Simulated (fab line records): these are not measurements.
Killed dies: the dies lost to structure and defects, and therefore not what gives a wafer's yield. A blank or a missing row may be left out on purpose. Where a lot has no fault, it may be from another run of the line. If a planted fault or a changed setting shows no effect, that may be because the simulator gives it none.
A single fault, viewed from 2 desks	flow nandHarc	every desk sees just its own numbers, and what lay behind them comes last

THE TOOL OWNER'S DESK: aclDep-01
The tool's own readings at NHARC_A_CONTACT_DEP_57 (deposits aC, target thk 2800 nm): means of the sampled wafers that have a number, for each lot that ran on this tool. Marked OUT: a lot whose mean sits more than 4 standard deviations from the usual mean, which makes it out of limits; the brackets give that distance.
Columns: A = throttleValvePct at NHARC_A_CONTACT_DEP_57, usual 35.000 %
lot	first seen here	A
L731	day 16 17:40	35.010
L735	day 17 15:33	35.006
L737	day 18 07:23	34.993
L739	day 18 18:29	35.006
L740	day 18 20:46	34.996
L754	day 23 02:00	34.990
This desk found nothing out of limits on any of the 6 lots.

THE METROLOGY DESK
Lot by lot, what the gauges showed, no matter which tool ran the lot: averages of those sampled wafers that carry a number. Marked OUT: a lot whose mean sits more than 4 standard deviations from the usual mean, which makes it out of limits; the brackets give that distance.
Columns: A = overlayXNm at NHARC_HYBRID_BOND_OVL_MEAS_05, usual 3 nm; B = overlayYNm at NHARC_HYBRID_BOND_OVL_MEAS_05, usual 1 nm
lot	first seen here	A	B
L731	day 18 22:13	18	7
L732	day 18 22:14	-19	-7
L733	day 19 06:47	1	-10
L735	day 19 14:10	-23	-26
L737	day 20 06:44	-8	-12
L739	day 20 15:55	27	8
L740	day 20 15:55	102	15
L746	day 22 06:25	-13	33
L747	day 22 18:44	-27	24
L748	day 22 18:44	12	-17
L749	day 22 18:44	-10	-20
L751	day 22 23:41	14	-4
L752	day 22 23:41	2	0
L754	day 24 23:16	33	-38
This desk found nothing out of limits on any of the 14 lots.

TAKEN TOGETHER
Nothing out of limits was seen by the tool owner's desk.
At the metrology desk, nothing out of limits was observed.

WHAT WAS PUT IN BY THE SIMULATOR
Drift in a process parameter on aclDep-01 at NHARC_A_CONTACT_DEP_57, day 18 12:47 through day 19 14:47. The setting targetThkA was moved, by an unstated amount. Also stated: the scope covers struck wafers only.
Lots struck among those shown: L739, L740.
